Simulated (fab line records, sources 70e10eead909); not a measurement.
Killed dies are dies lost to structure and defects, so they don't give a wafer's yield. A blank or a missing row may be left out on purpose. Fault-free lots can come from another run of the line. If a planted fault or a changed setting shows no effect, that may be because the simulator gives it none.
Which of the tools did it? / flow nand-harc / 11 lots with 33 wafers sampled at 5 steps, on a route of 1159 steps

## WHAT THE GAUGES READ, wafer by wafer
NHARC_END_SORT_01. Usual: killed-at-array 28, standard deviation 11; killed-at-other 0.8, standard deviation 1.3; killed-at-periphery 3.6, standard deviation 2.5; killed-dies 32, standard deviation 11; killed-open 3.0, standard deviation 1.8; killed-short 2.0, standard deviation 1.5.
lot=L520; measured=day 21 05:14; on=prober-01; killed-at-array=672 672 675; killed-at-other=2 1 0; killed-at-periphery=3 4 2; killed-dies=677 677 677; killed-open=1 4 5; killed-short=4 2 0; flag=OFF
lot=L519; measured=day 21 12:53; on=prober-02; killed-at-array=669 673 674; killed-at-other=0 1 1; killed-at-periphery=8 3 2; killed-dies=677 677 677; killed-open=4 3 0; killed-short=5 7 2; flag=OFF

## WHICH TOOL RAN EACH LOT (tool, then ch and the chambers of the sampled wafers, then the start)
lot=L518; NHARC_A_CHANNEL_HOLE_D1_ETCH_20=har-etch-01 ch 0,1, day 8 21:36; NHARC_A_CHANNEL_HOLE_D1_STRIP_27=rie-diel-04 ch 1,2, day 9 03:57 or earlier; NHARC_A_CHANNEL_FILL_D1_ALD_02=ald-hk-03 ch 1,2, day 9 03:57; NHARC_A_CHANNEL_FILL_D1_STRIP_28=rie-diel-07 ch 0,1,3, day 10 03:55
lot=L517; NHARC_A_CHANNEL_HOLE_D1_ETCH_20=har-etch-02 ch 0,1, day 8 22:56; NHARC_A_CHANNEL_HOLE_D1_STRIP_27=rie-diel-02 ch 0,2,3, day 9 04:38 or earlier; NHARC_A_CHANNEL_FILL_D1_ALD_02=ald-hk-03 ch 2,3, day 9 04:38; NHARC_A_CHANNEL_FILL_D1_STRIP_28=rie-diel-08 ch 1,2,3, day 10 03:53
lot=L520; NHARC_A_CHANNEL_HOLE_D1_ETCH_20=har-etch-01 ch 0,1, day 9 16:25; NHARC_A_CHANNEL_HOLE_D1_STRIP_27=rie-diel-12 ch 1,2,3, day 9 22:21 or earlier; NHARC_A_CHANNEL_FILL_D1_ALD_02=ald-hk-03 ch 0,1,2, day 9 22:21; NHARC_A_CHANNEL_FILL_D1_STRIP_28=rie-diel-08 ch 1,3, day 11 01:05
lot=L519; NHARC_A_CHANNEL_HOLE_D1_ETCH_20=har-etch-02 ch 0,1, day 9 16:45; NHARC_A_CHANNEL_HOLE_D1_STRIP_27=rie-diel-02 ch 0,1,2, day 9 23:05 or earlier; NHARC_A_CHANNEL_FILL_D1_ALD_02=ald-hk-02 ch 0,1,2, day 9 23:05; NHARC_A_CHANNEL_FILL_D1_STRIP_28=rie-diel-03 ch 1,3, day 11 01:05
lot=L523; NHARC_A_CHANNEL_HOLE_D1_ETCH_20=har-etch-01 ch 0,1, day 10 05:15; NHARC_A_CHANNEL_HOLE_D1_STRIP_27=rie-diel-02 ch 0,2, day 10 11:55 or earlier; NHARC_A_CHANNEL_FILL_D1_ALD_02=ald-hk-03 ch 2,3, day 10 11:55; NHARC_A_CHANNEL_FILL_D1_STRIP_28=rie-diel-03 ch 0,1,2, day 11 12:49
lot=L524; NHARC_A_CHANNEL_HOLE_D1_ETCH_20=har-etch-02 ch 0,1, day 10 22:34; NHARC_A_CHANNEL_HOLE_D1_STRIP_27=rie-diel-04 ch 0,1, day 11 04:57 or earlier; NHARC_A_CHANNEL_FILL_D1_ALD_02=ald-hk-02 ch 0,1,2, day 11 04:57; NHARC_A_CHANNEL_FILL_D1_STRIP_28=rie-diel-07 ch 1,2, day 12 05:39
lot=L529; NHARC_A_CHANNEL_HOLE_D1_ETCH_20=har-etch-02 ch 0,1, day 12 03:56; NHARC_A_CHANNEL_HOLE_D1_STRIP_27=rie-diel-02 ch 0,2, day 12 10:37 or earlier; NHARC_A_CHANNEL_FILL_D1_ALD_02=ald-hk-03 ch 0,1,3, day 12 10:37; NHARC_A_CHANNEL_FILL_D1_STRIP_28=rie-diel-07 ch 1,2,3, day 13 10:15
lot=L532; NHARC_A_CHANNEL_HOLE_D1_ETCH_20=har-etch-02 ch 0,1, day 12 08:08; NHARC_A_CHANNEL_HOLE_D1_STRIP_27=rie-diel-12 ch 1,3, day 12 14:05 or earlier; NHARC_A_CHANNEL_FILL_D1_ALD_02=ald-hk-02 ch 0,1,2, day 12 14:05; NHARC_A_CHANNEL_FILL_D1_STRIP_28=rie-diel-07 ch 1,2,3, day 13 15:32
lot=L533; NHARC_A_CHANNEL_HOLE_D1_ETCH_20=har-etch-01 ch 0,1, day 12 19:11; NHARC_A_CHANNEL_HOLE_D1_STRIP_27=rie-diel-02 ch 1,2,3, day 13 00:58 or earlier; NHARC_A_CHANNEL_FILL_D1_ALD_02=ald-hk-03 ch 0,2,3, day 13 00:58; NHARC_A_CHANNEL_FILL_D1_STRIP_28=rie-diel-03 ch 0,1,3, day 14 01:13
lot=L537; NHARC_A_CHANNEL_HOLE_D1_ETCH_20=har-etch-01 ch 0,1, day 13 15:53; NHARC_A_CHANNEL_HOLE_D1_STRIP_27=rie-diel-02 ch 0,1,2, day 13 22:00 or earlier; NHARC_A_CHANNEL_FILL_D1_ALD_02=ald-hk-03 ch 0,1,3, day 13 22:00; NHARC_A_CHANNEL_FILL_D1_STRIP_28=rie-diel-03 ch 0,1,2, day 15 00:18
lot=L536; NHARC_A_CHANNEL_HOLE_D1_ETCH_20=har-etch-02 ch 0,1, day 13 21:10; NHARC_A_CHANNEL_HOLE_D1_STRIP_27=rie-diel-02 ch 0,2,3, day 14 02:56 or earlier; NHARC_A_CHANNEL_FILL_D1_ALD_02=ald-hk-01 ch 2,3, day 14 02:56; NHARC_A_CHANNEL_FILL_D1_STRIP_28=rie-diel-08 ch 0,1,3, day 15 03:05
- NHARC_A_CHANNEL_HOLE_D1_ETCH_20: etches the open film in C4F8/O2/Ar, time 361.9 s, target depth 1600 nm.
- NHARC_A_CHANNEL_HOLE_D1_STRIP_27: strips in O2.
- NHARC_A_CHANNEL_FILL_D1_ALD_02: deposits SiO2, target thk 6 nm, pulse time 10 s, ald cycles 60.
- NHARC_A_CHANNEL_FILL_D1_STRIP_28: strips in O2, time 20 s.

## WHAT THE TOOLS THEMSELVES READ (means of the sampled wafers that have a number; where no wafer has one, the mark that the record gives instead)
NHARC_A_CHANNEL_HOLE_D1_ETCH_20. Usual: c4f8-flow-sccm 89.27 sccm, standard deviation 0.28; drypump-motor-current-A 5.67 A, standard deviation 0.13; he-backside-leak-sccm 5.6 sccm, standard deviation 0.72; showerhead-plenum-p-Torr 3.73 Torr, standard deviation 0.095; throttle-valve-pct 32.153 %, standard deviation 0.0096.
lot=L518; tool=har-etch-01; c4f8-flow-sccm (sccm)=89.44; drypump-motor-current-A (A)=5.52; he-backside-leak-sccm (sccm)=6.1; showerhead-plenum-p-Torr (Torr)=3.72; throttle-valve-pct (%)=32.157; flag=
lot=L517; tool=har-etch-02; c4f8-flow-sccm (sccm)=89.26; drypump-motor-current-A (A)=5.75; he-backside-leak-sccm (sccm)=5.2; showerhead-plenum-p-Torr (Torr)=3.71; throttle-valve-pct (%)=32.151; flag=
lot=L520; tool=har-etch-01; c4f8-flow-sccm (sccm)=88.96; drypump-motor-current-A (A)=5.52; he-backside-leak-sccm (sccm)=5.9; showerhead-plenum-p-Torr (Torr)=3.72; throttle-valve-pct (%)=32.149; flag=
lot=L519; tool=har-etch-02; c4f8-flow-sccm (sccm)=89.19; drypump-motor-current-A (A)=5.79; he-backside-leak-sccm (sccm)=5.2; showerhead-plenum-p-Torr (Torr)=3.78; throttle-valve-pct (%)=32.151; flag=
lot=L523; tool=har-etch-01; c4f8-flow-sccm (sccm)=89.65; drypump-motor-current-A (A)=5.57; he-backside-leak-sccm (sccm)=5.4; showerhead-plenum-p-Torr (Torr)=3.75; throttle-valve-pct (%)=32.152; flag=
lot=L524; tool=har-etch-02; c4f8-flow-sccm (sccm)=89.18; drypump-motor-current-A (A)=5.78; he-backside-leak-sccm (sccm)=6.7; showerhead-plenum-p-Torr (Torr)=3.77; throttle-valve-pct (%)=32.156; flag=
lot=L529; tool=har-etch-02; c4f8-flow-sccm (sccm)=89.15; drypump-motor-current-A (A)=5.78; he-backside-leak-sccm (sccm)=5.3; showerhead-plenum-p-Torr (Torr)=3.77; throttle-valve-pct (%)=32.148; flag=
lot=L532; tool=har-etch-02; c4f8-flow-sccm (sccm)=89.02; drypump-motor-current-A (A)=5.76; he-backside-leak-sccm (sccm)=5.1; showerhead-plenum-p-Torr (Torr)=3.69; throttle-valve-pct (%)=32.149; flag=
lot=L533; tool=har-etch-01; c4f8-flow-sccm (sccm)=89.02; drypump-motor-current-A (A)=5.51; he-backside-leak-sccm (sccm)=5.9; showerhead-plenum-p-Torr (Torr)=3.70; throttle-valve-pct (%)=32.145; flag=
lot=L537; tool=har-etch-01; c4f8-flow-sccm (sccm)=89.44; drypump-motor-current-A (A)=5.53; he-backside-leak-sccm (sccm)=6.1; showerhead-plenum-p-Torr (Torr)=3.70; throttle-valve-pct (%)=32.157; flag=
lot=L536; tool=har-etch-02; c4f8-flow-sccm (sccm)=89.54; drypump-motor-current-A (A)=5.76; he-backside-leak-sccm (sccm)=5.5; showerhead-plenum-p-Torr (Torr)=3.68; throttle-valve-pct (%)=32.153; flag=

NHARC_A_CHANNEL_HOLE_D1_STRIP_27. Usual: drypump-motor-current-A 5.7 A, standard deviation 0.43; oes-product-au 1.001 a.u., standard deviation 0.0066; rf-vpp-V 57.7 V, standard deviation 0.84; showerhead-plenum-p-Torr 3.49 Torr, standard deviation 0.13; throttle-valve-pct 17.036 %, standard deviation 0.0094.
lot=L518; tool=rie-diel-04; drypump-motor-current-A (A)=5.5; oes-product-au (a.u.)=0.997; rf-vpp-V (V)=57.9; showerhead-plenum-p-Torr (Torr)=3.41; throttle-valve-pct (%)=17.029; flag=
lot=L517; tool=rie-diel-02; drypump-motor-current-A (A)=5.4; oes-product-au (a.u.)=0.999; rf-vpp-V (V)=58.3; showerhead-plenum-p-Torr (Torr)=3.51; throttle-valve-pct (%)=17.043; flag=
lot=L520; tool=rie-diel-12; drypump-motor-current-A (A)=5.8; oes-product-au (a.u.)=0.998; rf-vpp-V (V)=57.4; showerhead-plenum-p-Torr (Torr)=3.55; throttle-valve-pct (%)=17.039; flag=
lot=L519; tool=rie-diel-02; drypump-motor-current-A (A)=5.6; oes-product-au (a.u.)=0.997; rf-vpp-V (V)=58.2; showerhead-plenum-p-Torr (Torr)=3.53; throttle-valve-pct (%)=17.033; flag=
lot=L523; tool=rie-diel-02; drypump-motor-current-A (A)=5.6; oes-product-au (a.u.)=1.006; rf-vpp-V (V)=58.1; showerhead-plenum-p-Torr (Torr)=3.57; throttle-valve-pct (%)=17.036; flag=
lot=L524; tool=rie-diel-04; drypump-motor-current-A (A)=6.0; oes-product-au (a.u.)=0.998; rf-vpp-V (V)=58.0; showerhead-plenum-p-Torr (Torr)=3.45; throttle-valve-pct (%)=17.035; flag=
lot=L529; tool=rie-diel-02; drypump-motor-current-A (A)=5.6; oes-product-au (a.u.)=1.007; rf-vpp-V (V)=57.6; showerhead-plenum-p-Torr (Torr)=3.57; throttle-valve-pct (%)=17.028; flag=
lot=L532; tool=rie-diel-12; drypump-motor-current-A (A)=5.7; oes-product-au (a.u.)=1.003; rf-vpp-V (V)=58.3; showerhead-plenum-p-Torr (Torr)=3.42; throttle-valve-pct (%)=17.037; flag=
lot=L533; tool=rie-diel-02; drypump-motor-current-A (A)=5.4; oes-product-au (a.u.)=0.999; rf-vpp-V (V)=57.7; showerhead-plenum-p-Torr (Torr)=3.47; throttle-valve-pct (%)=17.035; flag=
lot=L537; tool=rie-diel-02; drypump-motor-current-A (A)=5.6; oes-product-au (a.u.)=1.001; rf-vpp-V (V)=57.7; showerhead-plenum-p-Torr (Torr)=3.53; throttle-valve-pct (%)=17.040; flag=
lot=L536; tool=rie-diel-02; drypump-motor-current-A (A)=5.4; oes-product-au (a.u.)=1.007; rf-vpp-V (V)=58.1; showerhead-plenum-p-Torr (Torr)=3.51; throttle-valve-pct (%)=17.034; flag=

NHARC_A_CHANNEL_FILL_D1_ALD_02. Usual: heater-power-outer-w 241 W, standard deviation 15; heater-power-w 427 W, standard deviation 29; precursor-pulse-height-rel 1.001, standard deviation 0.02.
lot=L518; tool=ald-hk-03; heater-power-outer-w (W)=244; heater-power-w (W)=431; precursor-pulse-height-rel=0.994; flag=
lot=L517; tool=ald-hk-03; heater-power-outer-w (W)=246; heater-power-w (W)=439; precursor-pulse-height-rel=0.991; flag=
lot=L520; tool=ald-hk-03; heater-power-outer-w (W)=-; heater-power-w (W)=-; precursor-pulse-height-rel=-; flag=OFF
lot=L519; tool=ald-hk-02; heater-power-outer-w (W)=-; heater-power-w (W)=-; precursor-pulse-height-rel=-; flag=OFF
lot=L523; tool=ald-hk-03; heater-power-outer-w (W)=243; heater-power-w (W)=439; precursor-pulse-height-rel=1.019; flag=
lot=L524; tool=ald-hk-02; heater-power-outer-w (W)=250; heater-power-w (W)=437; precursor-pulse-height-rel=1.000; flag=
lot=L529; tool=ald-hk-03; heater-power-outer-w (W)=241; heater-power-w (W)=427; precursor-pulse-height-rel=1.006; flag=
lot=L532; tool=ald-hk-02; heater-power-outer-w (W)=249; heater-power-w (W)=429; precursor-pulse-height-rel=1.010; flag=
lot=L533; tool=ald-hk-03; heater-power-outer-w (W)=242; heater-power-w (W)=442; precursor-pulse-height-rel=1.013; flag=
lot=L537; tool=ald-hk-03; heater-power-outer-w (W)=243; heater-power-w (W)=426; precursor-pulse-height-rel=1.008; flag=
lot=L536; tool=ald-hk-01; heater-power-outer-w (W)=213; heater-power-w (W)=389; precursor-pulse-height-rel=0.998; flag=

NHARC_A_CHANNEL_FILL_D1_STRIP_28. Usual: drypump-motor-current-A 5.57 A, standard deviation 0.28; oes-product-au 0.997 a.u., standard deviation 0.0068; rf-vpp-V 57.9 V, standard deviation 0.81; showerhead-plenum-p-Torr 3.60 Torr, standard deviation 0.12; throttle-valve-pct 17.036 %, standard deviation 0.0087.
lot=L518; tool=rie-diel-07; drypump-motor-current-A (A)=5.77; oes-product-au (a.u.)=0.996; rf-vpp-V (V)=58.2; showerhead-plenum-p-Torr (Torr)=3.45; throttle-valve-pct (%)=17.037; flag=
lot=L517; tool=rie-diel-08; drypump-motor-current-A (A)=5.51; oes-product-au (a.u.)=0.998; rf-vpp-V (V)=58.1; showerhead-plenum-p-Torr (Torr)=3.59; throttle-valve-pct (%)=17.034; flag=
lot=L520; tool=rie-diel-08; drypump-motor-current-A (A)=5.80; oes-product-au (a.u.)=0.993; rf-vpp-V (V)=58.1; showerhead-plenum-p-Torr (Torr)=3.62; throttle-valve-pct (%)=17.034; flag=
lot=L519; tool=rie-diel-03; drypump-motor-current-A (A)=5.48; oes-product-au (a.u.)=0.996; rf-vpp-V (V)=57.8; showerhead-plenum-p-Torr (Torr)=3.60; throttle-valve-pct (%)=17.040; flag=
lot=L523; tool=rie-diel-03; drypump-motor-current-A (A)=5.55; oes-product-au (a.u.)=1.000; rf-vpp-V (V)=58.2; showerhead-plenum-p-Torr (Torr)=3.71; throttle-valve-pct (%)=17.035; flag=
lot=L524; tool=rie-diel-07; drypump-motor-current-A (A)=5.88; oes-product-au (a.u.)=1.006; rf-vpp-V (V)=57.4; showerhead-plenum-p-Torr (Torr)=3.44; throttle-valve-pct (%)=17.034; flag=
lot=L529; tool=rie-diel-07; drypump-motor-current-A (A)=5.77; oes-product-au (a.u.)=0.991; rf-vpp-V (V)=57.2; showerhead-plenum-p-Torr (Torr)=3.50; throttle-valve-pct (%)=17.038; flag=
lot=L532; tool=rie-diel-07; drypump-motor-current-A (A)=5.75; oes-product-au (a.u.)=0.996; rf-vpp-V (V)=58.3; showerhead-plenum-p-Torr (Torr)=3.50; throttle-valve-pct (%)=17.038; flag=
lot=L533; tool=rie-diel-03; drypump-motor-current-A (A)=5.48; oes-product-au (a.u.)=0.997; rf-vpp-V (V)=57.0; showerhead-plenum-p-Torr (Torr)=3.65; throttle-valve-pct (%)=17.033; flag=
lot=L537; tool=rie-diel-03; drypump-motor-current-A (A)=5.55; oes-product-au (a.u.)=0.991; rf-vpp-V (V)=58.3; showerhead-plenum-p-Torr (Torr)=3.71; throttle-valve-pct (%)=17.041; flag=
lot=L536; tool=rie-diel-08; drypump-motor-current-A (A)=5.50; oes-product-au (a.u.)=1.001; rf-vpp-V (V)=57.8; showerhead-plenum-p-Torr (Torr)=3.65; throttle-valve-pct (%)=17.029; flag=

## THE ANSWER, worked out from the rows above alone
Rule: a lot counts as off when the mean over its wafers that have a number is more than 3 standard deviations away from the usual mean. Also off: a lot with no number at a reading for which 4 or more lots have one. Any other lot the step has rows for is counted as sound. Order of review: gauges by route order, followed by the tools' own readings, for which a lot's mean as printed above is used. The first step at which some lot is off is used, and at that step the reading that is off furthest; a lot without a number counts as furthest.
Off at NHARC_END_SORT_01 (killed-at-array): L520, L519. Neither off nor sound, because the step has no rows for them: L518, L517, L523, L524, L529, L532, L533, L537, L536.
If a tool, at a process step before that reading, ran all the lots that are off and no sound lot after the first of them, it fits. The gauges at NHARC_END_SORT_01 aren't tried: what is off there is off at NHARC_A_CHANNEL_FILL_D1_ALD_02 too, on other tools, and a gauge's error can't cause that. NHARC_A_CHANNEL_HOLE_D1_STRIP_27: start missing for some lots; hours and lot order therefore follow NHARC_A_CHANNEL_FILL_D1_ALD_02. Of those tried, none fits.

## WHAT HAD BEEN PUT IN BY THE SIMULATOR
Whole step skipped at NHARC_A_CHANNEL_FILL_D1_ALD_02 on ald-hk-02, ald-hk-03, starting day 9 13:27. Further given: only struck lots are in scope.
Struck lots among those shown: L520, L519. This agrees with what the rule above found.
